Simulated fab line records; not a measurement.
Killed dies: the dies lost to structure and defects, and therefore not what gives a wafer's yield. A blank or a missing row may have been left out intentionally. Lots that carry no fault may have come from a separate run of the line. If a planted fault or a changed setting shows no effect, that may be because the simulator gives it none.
Problem report, 8D (eight disciplines) form, completed by code / flow nand_harc / the parts of the form that need people (team, actions taken, sign-off) are left out

## 1. WHAT IS WRONG
NHARC_P_M1_EXPOSE_06, exposure_dose_mJ_cm2: mean 79.13 on 3 wafers (1 lot); fault-free wafers 81.90, standard deviation 0.087. That puts it -32 standard deviations away from the usual mean.
The step: exposes mask P M1, target cd 130 nm.
The first sign was on wafer L769.3 at day 13 14:50, on arfi_scanner-01. Wafers with a number at this step in the record: 36, from 12 lots. By rule, "out" or "out of limits" means more than 4 standard deviations away from the usual mean. Any other wafer with a number is counted as sound.

## 2. WHAT IT IS, WHAT IT ISN'T
question=which readings at this step | is=exposure_dose_mJ_cm2 | is not=-
question=which lots | is=L769 | is not=L753, L754, L755, L756, L757, L758, L759, L766, L771, L772, L773
question=which wafers of those lots | is=all that have a number | is not=-
question=read on which tools | is=arfi_scanner-01 | is not=arfi_scanner-02, arfi_scanner-03
question=when | is=from day 13 14:50 | is not=up to then (24 sound wafers); but 9 sound wafers of L771, L772, L773 came after

## 3. WHAT RULES OUT EACH SUSPECT
Counting: a tool at any process step up to the reading remains a suspect when it ran all the lots that are out and ran no sound lot after the first of those.
- rie_diel-05 at NHARC_P_M0_ETCH_15 (etches the open film in C4F8/Ar, target depth 150 nm, overetch 15 nm, time 82.5 s): ruled out as a lasting fault. After its first lot that is out, L769 (day 13 11:41), sound lots L772, L773 ran on it. Because NHARC_P_M0_ETCH_15 lacks a start for some lots, the hours and order of its lots are taken from NHARC_P_M0_STRIP_18.
- rie_diel-10 at NHARC_P_M0_STRIP_18 (strips in N2/H2): ruled out as a lasting fault. After its first lot that is out, L769 (day 13 11:41), sound lots L771 ran on it.
- rtp_anneal-02 at NHARC_P_M0_ANNEAL_30 (time 90 s): kept. It ran the lot that is out, L769 (day 13 12:59), and no sound lot after that; its last sound lot up to then is L766 (day 12 15:46).
- arfi_scanner-01 at NHARC_P_M1_EXPOSE_06 (exposes mask P M1, target cd 130 nm): kept. It ran the lot that is out, L769 (day 13 14:50), and no sound lot after that; its last sound lot up to then is L766 (day 12 18:25). Out on those wafers are its own readings of exposure_dose_mJ_cm2.
After counting, rtp_anneal-02 at NHARC_P_M0_ANNEAL_30 and arfi_scanner-01 at NHARC_P_M1_EXPOSE_06 remain.

## 4. THE CAUSE (what the simulator had put in)
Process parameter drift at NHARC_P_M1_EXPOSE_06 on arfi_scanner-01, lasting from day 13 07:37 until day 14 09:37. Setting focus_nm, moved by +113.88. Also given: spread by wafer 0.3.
2 suspects survive the count, and this tool is in that group.

## 5. SEQUENCE OF EFFECTS, ordered by route
Rows list readings where the struck wafers' mean (over those with a number) sits beyond 3 standard deviations from the usual. Only readings for which the record gives a usual standard deviation are gone through. hours: the time from each lot's start at the first step in this table that gives one to its start at this step, as a median over the lots. sigmas: the change in usual standard deviations.
hours=0; step=NHARC_P_M1_EXPOSE_06; reading=exposure_dose_mJ_cm2; usual=81.90; on struck wafers=79.13; change=-2.77; sigmas=-32
Here are the process steps it includes:
- NHARC_P_M1_EXPOSE_06: exposes mask P M1, target cd 130 nm.

## 6. WHAT WOULD HAVE CAUGHT IT SOONER
In this record no reading fell out of limits until day 13 14:50, 7 hours after the fault had begun at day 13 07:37.
